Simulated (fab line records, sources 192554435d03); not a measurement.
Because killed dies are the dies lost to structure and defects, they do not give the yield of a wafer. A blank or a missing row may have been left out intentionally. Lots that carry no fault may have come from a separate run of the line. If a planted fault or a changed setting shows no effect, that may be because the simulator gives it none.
Split-lot trial    flow n5Finfet    21 wafers read across 7 lots, on a route 1938 steps long

== ABOUT THE SPLIT ==
At N5_BEOL_M11_EXPOSE_25 (exposes mask V10), the setting doseMj was moved away from the recipe's 85.5 on 6 of the 21 wafers read, by -7.0% to +5.6%. For the rest of the wafers, this setting stayed at what the recipe calls for.

== FROM THE SPLIT TO THE READING: what the file shows between them, 2 steps ==
- N5_BEOL_M11_PEB_26: peb time 60 s
- N5_BEOL_M11_DEVELOP_27: develop time 30 s

== THE READING ==
cdNm at N5_BEOL_M11_CD_MEAS_28, given in nm (cd target 70 nm). Typical for fault-free wafers on this fab line: 70.1 nm, with standard deviation 0.87 nm.

wafer   tool, chamber at the split  doseMj as run  against the recipe  cdNm, nm  against lot-mates on the recipe
L077.2  arfiScanner-03, 0           85.5           recipe              68.8      -
L077.4  arfiScanner-03, 0           85.5           recipe              70.2      -
L077.6  arfiScanner-03, 0           85.5           recipe              70.4      -
L079.4  arfiScanner-02, 0           85.5           recipe              71.0      -
L079.5  arfiScanner-02, 0           85.5           recipe              71.0      -
L079.6  arfiScanner-02, 0           85.5           recipe              70.9      -
L074.3  arfiScanner-03, 0           85.5           recipe              70.4      -
L074.4  arfiScanner-03, 0           85.5           recipe              69.9      -
L074.6  arfiScanner-03, 0           85.5           recipe              70.3      -
L082.1  arfiScanner-01, 0           85.5           recipe              71.5      -
L082.5  arfiScanner-01, 0           85.5           recipe              71.4      -
L082.6  arfiScanner-01, 0           85.5           recipe              70.8      -
L085.3  arfiScanner-02, 0           90.28          +5.6%               74.6      +5.3
L085.4  arfiScanner-02, 0           85.5           recipe              69.3      -
L085.6  arfiScanner-02, 0           90.28          +5.6%               74.3      +5.0
L087.4  arfiScanner-02, 0           85.5           recipe              72.1      -
L087.5  arfiScanner-02, 0           81.13          -5.1%               67.1      -5.0
L087.6  arfiScanner-02, 0           81.13          -5.1%               66.2      -5.9
L092.1  arfiScanner-03, 0           85.5           recipe              70.7      -
L092.4  arfiScanner-03, 0           79.48          -7.0%               64.6      -6.1
L092.5  arfiScanner-03, 0           79.48          -7.0%               64.3      -6.4

THE FIT
A straight line over all 21 wafers: cdNm changes by +0.788 nm for each +1% of doseMj; r = +0.96; the points scatter about the line by 0.78 nm.
The same after taking each lot's own level away (the mean of its wafers on the recipe; 21 wafers): +0.939 nm for each +1%; r = +0.99; scatter 0.43 nm.
The reading moves by 6.6 nm for the largest change in doseMj, on that fit.
Measured against the standard deviation above, the lots' own levels, which go from 69.30 to 72.10 nm, span 3.2 times it.
In other words, the slope is changed by the lot-to-lot level; the two fits disagree.
Check: -6.83 nm against its lot-mates is what the line predicts for one of the wafers moved furthest among these (-7.0%) when that wafer is left out of the fit. It came out at -6.1 nm against them.

== THESE WAFERS: OTHER SPLITS ==
Before the reading, these wafers also passed through other splits. Each is held against what the fit with the lots' levels taken away leaves over:
other split on the same wafers      wafers away from the commonest value  r with cdNm (lot level and that fit taken away)
N5_BEOL_M8_ETCH_65 sourceW          8                                     +0.19
N5_BEOL_M8_ETCH_66 sourceW          7                                     +0.06
N5_BEOL_M9_EXPOSE_25 doseMj         9                                     -0.45
N5_BEOL_M10_VIA_ETCH_34 timeS       8                                     +0.16
N5_BEOL_M10_TRENCH_ETCH_37 sourceW  6                                     -0.03
N5_BEOL_M11_ETCH_62 timeS           8                                     +0.01

== THE FILE'S OWN FIT ==
cdNm changes by +0.94 nm for each +1% of doseMj, r = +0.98.
